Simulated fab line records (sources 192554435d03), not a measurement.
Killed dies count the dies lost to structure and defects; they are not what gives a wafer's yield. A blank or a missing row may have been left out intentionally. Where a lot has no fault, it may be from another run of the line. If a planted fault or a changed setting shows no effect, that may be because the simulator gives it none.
Split-lot experiment    flow n5Finfet    route with 1938 steps; 7 lots, 21 wafers read

== SPLIT DETAILS ==
At N5_BEOL_M2_COAT_22 (resist thk 30 nm), the setting spinRpm was moved away from the recipe's 1500 rpm on 6 of the 21 wafers read, by -4.1% to +9.6%. The other wafers ran this setting at the recipe's value.

== FROM THE SPLIT TO THE READING: what the file shows between them, 5 steps ==
- N5_BEOL_M2_EBR_24
- N5_BEOL_M2_SOFTBAKE_23: time 60 s
- N5_BEOL_M2_EXPOSE_25: exposes mask V1, defocus 5 nm
- N5_BEOL_M2_PEB_26: peb time 60 s
- N5_BEOL_M2_DEVELOP_27: develop time 30 s

== THE READING ==
CAR-EUV_of_BEOL_M2_COAT_22.thkNm (the simulator's own value, which no gauge read), in nm, at N5_BEOL_M2_DESCUM_33 (chemistry O2, time 7 s). There is no usual value for it anywhere in the file. Average 26.1 nm, standard deviation 0.098 nm, over the 15 wafers here run with the recipe.

wafer   tool, chamber at the split  spinRpm as run, rpm  against the recipe  CAR-EUV_of_BEOL_M2_COAT_22.thkNm, nm  against lot-mates on the recipe
L077.1  lithoTrack-01, 0            1500                 recipe              26                                    -
L077.2  lithoTrack-01, 0            1558                 +3.9%               25.6                                  -0.4
L077.5  lithoTrack-01, 0            1558                 +3.9%               25.4                                  -0.6
L078.1  lithoTrack-02, 0            1500                 recipe              26.2                                  -
L078.2  lithoTrack-02, 0            1500                 recipe              26.2                                  -
L078.4  lithoTrack-02, 0            1500                 recipe              26.2                                  -
L079.2  lithoTrack-01, 0            1500                 recipe              26                                    -
L079.5  lithoTrack-01, 0            1500                 recipe              26                                    -
L079.6  lithoTrack-01, 0            1500                 recipe              26.2                                  -
L080.3  lithoTrack-01, 0            1500                 recipe              26.2                                  -
L080.4  lithoTrack-01, 0            1500                 recipe              26.2                                  -
L080.6  lithoTrack-01, 0            1644                 +9.6%               24.8                                  -1.4
L085.2  lithoTrack-02, 0            1500                 recipe              26.2                                  -
L085.6  lithoTrack-02, 0            1500                 recipe              26.2                                  -
L085.5  lithoTrack-02, 0            1454                 -3.1%               26.6                                  +0.4
L092.3  lithoTrack-01, 0            1438                 -4.1%               26.8                                  +0.8
L092.4  lithoTrack-01, 0            1500                 recipe              26                                    -
L092.6  lithoTrack-01, 0            1438                 -4.1%               26.6                                  +0.6
L094.2  lithoTrack-01, 0            1500                 recipe              26                                    -
L094.6  lithoTrack-01, 0            1500                 recipe              26                                    -
L094.3  lithoTrack-01, 0            1500                 recipe              26.2                                  -

FIT RESULTS
A straight line over all 21 wafers: CAR-EUV_of_BEOL_M2_COAT_22.thkNm changes by -0.143 nm for each +1% of spinRpm; r = -0.97; the points scatter about the line by 0.1 nm.
The same after taking each lot's own level away (the mean of its wafers on the recipe; 21 wafers): -0.147 nm for each +1%; r = -0.98; scatter 0.079 nm.
According to that fit, moving spinRpm by its largest amount changes the reading by 1.4 nm.
Across the lots, their own levels run from 26.00 to 26.20 nm, a range of 2.0 times the standard deviation given above.
The two slopes are in agreement: the lot-to-lot level therefore moves the slope only a little.
Check: with one of the wafers moved furthest among these (+9.6%) left out of the fit, the line predicts -1.4 nm for it against its lot-mates. It came out at -1.4 nm against them.

== THE OTHER SPLITS THESE WAFERS WENT THROUGH ==
Before the reading, these wafers also passed through other splits. Each is held against what the fit with the lots' levels taken away leaves over:
other split on the same wafers   wafers away from the commonest value  r with CAR-EUV_of_BEOL_M2_COAT_22.thkNm (lot level and that fit taken away)
N5_BEOL_M1_DESCUM_33 timeS       8                                     +0.00
N5_BEOL_M1_TRENCH_ETCH_37 timeS  10                                    +0.17
N5_BEOL_M2_COAT_76 spinRpm       9                                     -0.05

== THE WHOLE CHAIN: every reading that the file lists as answering this split, in the file's order ==
step                   what it does            reading                                                                            change (the file's fit)                r (the file's)
N5_BEOL_M2_COAT_22     resist thk 30 nm        CAR-EUV_of_BEOL_M2_COAT_22.thkNm (the simulator's own value, which no gauge read)  -0.134 nm for each +1% of the setting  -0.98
N5_BEOL_M2_DEVELOP_27  develop time 30 s       CAR-EUV_of_BEOL_M2_COAT_22.thkNm (the simulator's own value, which no gauge read)  -0.136 nm for each +1% of the setting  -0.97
N5_BEOL_M2_DESCUM_33   chemistry O2, time 7 s  CAR-EUV_of_BEOL_M2_COAT_22.thkNm (the simulator's own value, which no gauge read)  -0.146 nm for each +1% of the setting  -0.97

== FILE'S OWN FIT ==
CAR-EUV_of_BEOL_M2_COAT_22.thkNm changes by -0.146 nm for each +1% of spinRpm, r = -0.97.
